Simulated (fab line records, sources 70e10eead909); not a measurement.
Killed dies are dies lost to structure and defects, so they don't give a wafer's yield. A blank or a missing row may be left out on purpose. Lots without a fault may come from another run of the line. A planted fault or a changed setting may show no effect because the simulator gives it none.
Chamber matching | flow nand_harc | NHARC_A_STAIRCASE_DEP_151 on pecvd-03: 3 sister chambers
The step deposits SiO2, target thk 7200 nm. 6 wafers are shown with their chamber, then 7 later ones without.

WAFERS WITH THEIR CHAMBER
wafer  | chamber | rf_fwd_power_W (W) | susceptor_temp_C (C)
L076.4 | 1       | 498.8              | 400.11
L085.1 | 0       | 500.4              | 399.90
L085.2 | 2       | 498.1              | 400.06
L085.3 | 1       | 501.4              | 400.16
L089.1 | 2       | 499.7              | 399.80
L089.4 | 0       | 500.0              | 399.45

WAFERS WITHOUT THEIR CHAMBER
wafer  | rf_fwd_power_W (W) | susceptor_temp_C (C)
L089.6 | 499.2              | 399.96
L094.1 | 499.0              | 400.03
L094.2 | 499.7              | 399.97
L094.4 | 499.6              | 399.93
L096.2 | 499.3              | 400.06
L096.4 | 498.9              | 400.48
L096.5 | 501.3              | 400.12

WHICH CHAMBER EACH WENT THROUGH
wafer  | from the rows above          | in truth
L089.6 | can't be placed: 2 or 1 or 0 | 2
L094.1 | can't be placed: 2 or 1 or 0 | 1
L094.2 | can't be placed: 2 or 1 or 0 | 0
L094.4 | can't be placed: 2 or 1 or 0 | 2
L096.2 | can't be placed: 2 or 1 or 0 | 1
L096.4 | can't be placed: 1 or 2      | 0
L096.5 | can't be placed: 1 or 2 or 0 | 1
Placed correctly: 0 of 7. Can't be placed from these rows: 7 (the true chamber is among the candidates in 6). Placed wrongly: 0.
How it was worked out, from the rows above alone: a wafer's distance from a chamber is the root of the sum, over the readings, of the square of ((its reading less the chamber's mean) divided by the reading's scatter). The wafer belongs to the nearest chamber; if the next one is less than 2 further off, it can't be placed. A chamber's mean is the mean of its shown wafers. The scatter: the root of (the sum of the squares of (reading less its chamber's mean) over the shown wafers, divided by (wafers less chambers)).
